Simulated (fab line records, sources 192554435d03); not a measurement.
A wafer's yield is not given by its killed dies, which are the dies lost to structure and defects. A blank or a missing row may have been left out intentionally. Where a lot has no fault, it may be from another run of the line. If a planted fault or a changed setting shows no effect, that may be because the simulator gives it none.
Matching of chambers || flow n5Finfet || 4 sister chambers for N5_BEOL_M4_STRIP_66 on rieDiel-04
The step strips in CF4. 4 wafers are shown with their chamber, then 8 later ones without.

## WAFERS, EACH WITH ITS CHAMBER
{"wafer": "L085.2", "chamber": 1, "drypumpMotorCurrentA (A)": 4.8}
{"wafer": "L087.5", "chamber": 3, "drypumpMotorCurrentA (A)": 5.4}
{"wafer": "L087.6", "chamber": 0, "drypumpMotorCurrentA (A)": 5.5}
{"wafer": "L089.1", "chamber": 2, "drypumpMotorCurrentA (A)": 5.7}

## WAFERS WITHOUT THEIR CHAMBER
{"wafer": "L089.4", "drypumpMotorCurrentA (A)": 5.5}
{"wafer": "L089.6", "drypumpMotorCurrentA (A)": 5.4}
{"wafer": "L091.3", "drypumpMotorCurrentA (A)": 5.5}
{"wafer": "L091.4", "drypumpMotorCurrentA (A)": 5.4}
{"wafer": "L091.6", "drypumpMotorCurrentA (A)": 5.6}
{"wafer": "L095.2", "drypumpMotorCurrentA (A)": 5.4}
{"wafer": "L095.3", "drypumpMotorCurrentA (A)": 4.7}
{"wafer": "L095.6", "drypumpMotorCurrentA (A)": 5.4}

## THE CHAMBER EACH PASSED THROUGH
{"wafer": "L089.4", "from the rows above": 0, "in truth": 0}
{"wafer": "L089.6", "from the rows above": 3, "in truth": 3}
{"wafer": "L091.3", "from the rows above": 0, "in truth": 0}
{"wafer": "L091.4", "from the rows above": 3, "in truth": 3}
{"wafer": "L091.6", "from the rows above": "can't be placed: 0 or 2", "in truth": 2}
{"wafer": "L095.2", "from the rows above": 3, "in truth": 3}
{"wafer": "L095.3", "from the rows above": 1, "in truth": 1}
{"wafer": "L095.6", "from the rows above": 3, "in truth": 3}
Correctly placed: 7 of 8. Can't be placed from these rows: 1 (the true chamber is among the candidates in 1). 0 placed wrongly.
How it was worked out, from the rows above alone: a wafer's distance from a chamber is the root of the sum, over the readings, of the square of ((its reading less the chamber's mean) divided by the reading's scatter). The wafer belongs to the nearest chamber; if the next one is less than 2 further off, it can't be placed. For every chamber, the mean is computed from those of its wafers that are shown. The scatter: root of mean squared gap, hidden wafer to nearest shown wafer, with one shown wafer a chamber.
